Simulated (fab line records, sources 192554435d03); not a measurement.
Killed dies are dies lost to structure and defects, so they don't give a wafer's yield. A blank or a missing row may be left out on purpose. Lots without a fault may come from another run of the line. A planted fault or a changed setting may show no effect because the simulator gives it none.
A struck lot beside a sound one | flow n5_finfet | 37 steps out of a route of 1938
Sound: wafers L224.1, L224.3, L224.4. Struck: wafer L231.3. (L231.4 of the same lot was not struck and is left out.) The cause comes at the end.
At each step with rows: each side's tool, then ch and its chambers, then its first start. Under that, the readings that differ: sound wafers | struck wafers | difference of the means | sigmas: that difference in standard deviations of wafers without a fault.
alike: readings whose means differ by less than 2 such deviations, and words and numbers that are the same on both sides. not compared: withheld readings, readings that some wafer has no value for, bounds like >300 that may hide the same value, and numbers for which the record gives no deviation and whose values overlap.
The two part at a step that has a row with sigmas, a row that says differs or no value, or rows on one side only. Numbers that don't overlap but have no deviation are shown without sigmas and don't part them. A reading that every wafer of one side lacks parts them only if that side has two wafers or more.

first, 9 steps without rows for these wafers: N5_BEOL_M11_ALD_74 (deposits TaN, target thk 2 nm, pulse time 2 s, purge time 3 s); N5_BEOL_M11_SURFACE_TREAT_76; N5_BEOL_M11_CVD_75 (deposits Co from CCTBA/H2, target thk 2 nm, time 138.9 s); N5_BEOL_M11_SPUTTER_48 (material Cu, target thk 12 nm, time 2 s); N5_BEOL_M11_ECD_50 (material Cu, target thk 318 nm); N5_BEOL_M11_ANNEAL_51 (time 90 s); N5_BEOL_M11_CMP_52 (polishes, stops on SiCOH lowk, t overpolish 7 s, target thk 140 nm); N5_BEOL_M11_PRE_CLEAN_55 (time 15 s); N5_BEOL_M11_DEP_56 (deposits SiCN from 3MS/NH3, target thk 30 nm, time 10.5 s).
N5_BEOL_M12_ILD_DEP_00: deposits SiOC from DEMS/O2, target thk 658.92 nm, time 130.7 s.
  sound on pecvd-03 ch 0,1, day 13 17:10; struck on pecvd-03 ch 0, day 15 15:37
  reading                                       | sound             | struck | difference | sigmas
  run_length_s (s)                              | 176.4 175.1 175.2 | 244.5  | +68.9      | +99 or more
  model.SiOC_of_BEOL_M12_ILD_DEP_00.thk_nm (nm) | 664 649.6 655.4   | 993.6  | +337.3     |
  alike: heater_power_w, showerhead_plenum_p_Torr, throttle_valve_pct
N5_BEOL_M12_THK_MEAS_01:
  sound on film_metro-02, day 13 17:18; struck on film_metro-02, day 15 15:45
  reading          | sound       | struck | difference | sigmas
  M12_ILD_THK (nm) | 664 649 655 | 994    | +338       | +42
then, 10 steps without rows for these wafers: N5_BEOL_M12_COAT_58 (time 60 s, resist thk 89 nm); N5_BEOL_M12_COAT_04 (resist thk 400 nm); N5_BEOL_M12_EBR_06; N5_BEOL_M12_SOFTBAKE_05 (time 60 s); N5_BEOL_M12_EXPOSE_07 (exposes mask V11); N5_BEOL_M12_PEB_08 (peb time 90 s); N5_BEOL_M12_DEVELOP_09 (develop time 45 s); N5_BEOL_M12_HARDBAKE_14 (time 120 s); N5_BEOL_M12_DESCUM_15 (chemistry O2, time 7.9 s); N5_BEOL_M12_ETCH_59 (etches BARC in N2/H2, target depth 89 nm, overetch 26.7 nm, time 67.9 s).
N5_BEOL_M12_VIA_ETCH_16: etches SiOC in C4F8/O2/Ar, target depth 724.8 nm.
  sound on rie_diel-04 ch 0,1,3, day 13 17:46; struck on rie_diel-03 ch 2, day 15 16:14
  reading                                    | sound             | struck | difference | sigmas
  model.etch.depth_nm (nm)                   | 664.1 649.5 655.3 | 993.6  | +337.3     |
  model.coat_of_BEOL_M12_COAT_04.thk_nm (nm) | 124.6 126.6 127.4 | 24.4   | -101.8     |
  alike: drypump_motor_current_A, oes_product_au, rf_vpp_V, showerhead_plenum_p_Torr, throttle_valve_pct
N5_BEOL_M12_STRIP_63: strips in N2/H2.
  sound on plasma_asher-01 ch 0,1, day 13 17:58; struck on plasma_asher-01 ch 0, day 15 16:27
  reading                      | sound             | struck | difference | sigmas
  oes_product_au (a.u.)        | 0.695 0.693 0.697 | 0.630  | -0.065     | -15
  strip_time_to_endpoint_s (s) | 42.9 43.5 43.7    | 13.1   | -30.3      | -39
  alike: drypump_motor_current_A, heater_power_w, n2_flow_sccm
  not compared: rf_hours_counter_h
then, 12 steps without rows for these wafers: N5_BEOL_M12_STRIP_64 (strips in N2/H2); N5_BEOL_M12_STRIP_71 (strips in post etch residue remover, time 60 s); N5_BEOL_M12_SRD_72 (time 30 s, dry time 30 s); N5_BEOL_M12_COAT_65 (time 60 s, resist thk 300 nm); N5_BEOL_M12_COAT_66 (time 60 s, resist thk 110 nm); N5_BEOL_M12_COAT_22 (resist thk 300 nm); N5_BEOL_M12_EBR_24; N5_BEOL_M12_SOFTBAKE_23 (time 60 s); N5_BEOL_M12_EXPOSE_25 (exposes mask M12); N5_BEOL_M12_PEB_26 (peb time 90 s); N5_BEOL_M12_DEVELOP_27 (develop time 45 s); N5_BEOL_M12_HARDBAKE_32 (time 120 s).
N5_BEOL_M12_CMP_49: polishes, stops on SiOC, t overpolish 20.6 s, target thk 320 nm.
  sound on cmp-02 ch 0,2,3, day 13 20:45; struck on cmp-02 ch 2, day 15 19:53
  reading                                       | sound             | struck | difference | sigmas
  slurry_flow_ml_min                            | 150.2 150.4 149.3 | 151.0  | +1.0       | +2
  model.SiOC_of_BEOL_M12_ILD_DEP_00.thk_nm (nm) | 604.8 589 594.6   | 934.4  | +338.3     |
  alike: motor_current_A
N5_PASSIVATION_PROBE_49:
  the record has rows for the struck wafers here (prober-01, day 17 18:19) and none for the sound ones

WHERE THEY PART
First at N5_BEOL_M12_ILD_DEP_00; last, within this record, at N5_PASSIVATION_PROBE_49.

WHY: what the simulator had put in
Process parameter drift: pecvd-03, from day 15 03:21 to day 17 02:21, at N5_BEOL_M12_ILD_DEP_00. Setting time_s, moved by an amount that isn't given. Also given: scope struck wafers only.
